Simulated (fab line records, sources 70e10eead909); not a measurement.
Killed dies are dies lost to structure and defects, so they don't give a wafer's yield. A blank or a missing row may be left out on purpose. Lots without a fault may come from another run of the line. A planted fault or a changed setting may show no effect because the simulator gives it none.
A struck lot beside a sound one | flow nand_harc | 40 steps out of a route of 1159
Sound: wafers L913.1, L913.2, L913.4. Struck: wafers L915.1, L915.4, L915.5. The cause comes at the end.
At each step with rows: each side's tool, then ch and its chambers, then its first start. Under that, the readings that differ: sound wafers | struck wafers | difference of the means | sigmas: that difference in standard deviations of wafers without a fault.
alike: readings whose means differ by less than 2 such deviations, and words and numbers that are the same on both sides. not compared: withheld readings, readings that some wafer has no value for, bounds like >300 that may hide the same value, and numbers for which the record gives no deviation and whose values overlap.
The two part at a step that has a row with sigmas, a row that says differs or no value, or rows on one side only. Numbers that don't overlap but have no deviation are shown without sigmas and don't part them. A reading that every wafer of one side lacks parts them only if that side has two wafers or more.

first, 5 steps without rows for these wafers: NHARC_A_STAIRCASE_HARDBAKE_290 (time 140 s); NHARC_A_STAIRCASE_DESCUM_291 (chemistry O2, time 3 s); NHARC_A_STAIRCASE_ETCH_292 (etches the open film in CF4/CHF3); NHARC_A_STAIRCASE_HM_OPEN_460 (chemistry O2/COS); NHARC_A_STAIRCASE_STRIP_461 (strips in O2/COS).
NHARC_A_STAIRCASE_ETCH_452: etches the open film in CF4/O2, target depth 30 nm, overetch 3 nm, time 16.5 s.
  sound on rie_diel-02 ch 0,2,3; struck on rie_diel-01 ch 0,1,3
  alike: drypump_motor_current_A, mfc_ar_sccm, oes_product_au, rf_fwd_power_W, rf_vpp_V, showerhead_plenum_p_Torr, throttle_valve_pct
  not compared: rf_hours_counter_h
then, 1 step without rows for these wafers: NHARC_A_STAIRCASE_ETCH_294 (etches the open film in C4F8/O2/Ar, target depth 4992 nm, time 1212.4 s).
NHARC_A_STAIRCASE_STRIP_295: strips in O2.
  sound on rie_diel-02 ch 0,2; struck on rie_diel-01 ch 2,3
  alike: drypump_motor_current_A, mfc_ar_sccm, oes_product_au, rf_vpp_V, showerhead_plenum_p_Torr, throttle_valve_pct
  not compared: rf_hours_counter_h
then, 3 steps without rows for these wafers: NHARC_A_STAIRCASE_STRIP_296 (strips in SPM, time 900 s); NHARC_A_STAIRCASE_PRECLEAN_297 (cleans in SC1); NHARC_A_STAIRCASE_SRD_298.
NHARC_A_STAIRCASE_HM_DEP_462: deposits aC, target thk 800 nm.
  sound on acl_dep-03 ch 0, day 12 22:41; struck on acl_dep-01, day 13 20:02
  no value came back on the struck wafers for susceptor_temp_C (C), throttle_valve_pct (%); on the sound wafers susceptor_temp_C (C) reads 400.05 400.17 399.90
then, 11 steps without rows for these wafers: NHARC_A_STAIRCASE_DEP_301 (deposits SiON, target thk 30 nm); NHARC_A_STAIRCASE_DEHYDRATE_302 (time 120 s); NHARC_A_STAIRCASE_HMDS_303 (time 30 s); NHARC_A_STAIRCASE_COAT_304; NHARC_A_STAIRCASE_SOFTBAKE_305 (time 170 s); NHARC_A_STAIRCASE_EBR_306; NHARC_A_STAIRCASE_EXPOSE_307 (exposes mask CHOP 50); NHARC_A_STAIRCASE_PEB_308 (peb time 130 s); NHARC_A_STAIRCASE_DEVELOP_309 (time 140 s); NHARC_A_STAIRCASE_HARDBAKE_311 (time 140 s); NHARC_A_STAIRCASE_DESCUM_312 (chemistry O2, time 3 s).
NHARC_A_STAIRCASE_ETCH_313: etches the open film in CF4/CHF3.
  sound on rie_diel-02 ch 0,2,3, day 13 01:51; struck on rie_diel-08 ch 0,2, day 13 22:56
  alike: drypump_motor_current_A, mfc_ar_sccm, oes_product_au, rf_fwd_power_W, rf_vpp_V, showerhead_plenum_p_Torr, throttle_valve_pct
  not compared: rf_hours_counter_h
then, 3 steps without rows for these wafers: NHARC_A_STAIRCASE_HM_OPEN_463 (chemistry O2/COS); NHARC_A_STAIRCASE_STRIP_464 (strips in O2/COS); NHARC_A_STAIRCASE_ETCH_453 (etches the open film in CF4/O2, target depth 30 nm, overetch 3 nm, time 16.5 s).
NHARC_A_STAIRCASE_ETCH_315: etches the open film in C4F8/O2/Ar, target depth 2500 nm, time 607.1 s.
  sound on rie_diel-02 ch 0,2,3; struck on rie_diel-08 ch 0,1,2
  alike: oes_product_au, rf_fwd_power_W, rf_vpp_V
  not compared: rf_hours_counter_h
then, 5 steps without rows for these wafers: NHARC_A_STAIRCASE_STRIP_316 (strips in O2); NHARC_A_STAIRCASE_STRIP_317 (strips in SPM, time 900 s); NHARC_A_STAIRCASE_PRECLEAN_318 (cleans in SC1); NHARC_A_STAIRCASE_SRD_329; NHARC_A_STAIRCASE_ALD_415 (deposits SiO2, target thk 30 nm, pulse time 6 s, ald cycles 300).
NHARC_A_STAIRCASE_ETCHBACK_416: etches the open film in C4F8/O2/Ar, target depth 36 nm, time 7.2 s.
  sound on rie_diel-08 ch 0,2,3; struck on rie_diel-02 ch 1,2
  alike: oes_product_au, rf_fwd_power_W, rf_vpp_V
  not compared: rf_hours_counter_h
then, 5 steps without rows for these wafers: NHARC_A_STAIRCASE_STRIP_476 (strips in O2, time 20 s); NHARC_A_STAIRCASE_DEP_417 (deposits Si3N4, target thk 60 nm); NHARC_A_STAIRCASE_WET_418 (chemistry H3PO4, target depth 20 nm); NHARC_A_STAIRCASE_PRECLEAN_419 (cleans in SC1); NHARC_A_STAIRCASE_SRD_421.
NHARC_END_SORT_01:
  the record has rows for the sound wafers here (prober-02 ch 0, day 20 12:02) and none for the struck ones

WHERE THEY PART
First at NHARC_A_STAIRCASE_HM_DEP_462; last, within this record, at NHARC_END_SORT_01.

WHY: what the simulator had put in
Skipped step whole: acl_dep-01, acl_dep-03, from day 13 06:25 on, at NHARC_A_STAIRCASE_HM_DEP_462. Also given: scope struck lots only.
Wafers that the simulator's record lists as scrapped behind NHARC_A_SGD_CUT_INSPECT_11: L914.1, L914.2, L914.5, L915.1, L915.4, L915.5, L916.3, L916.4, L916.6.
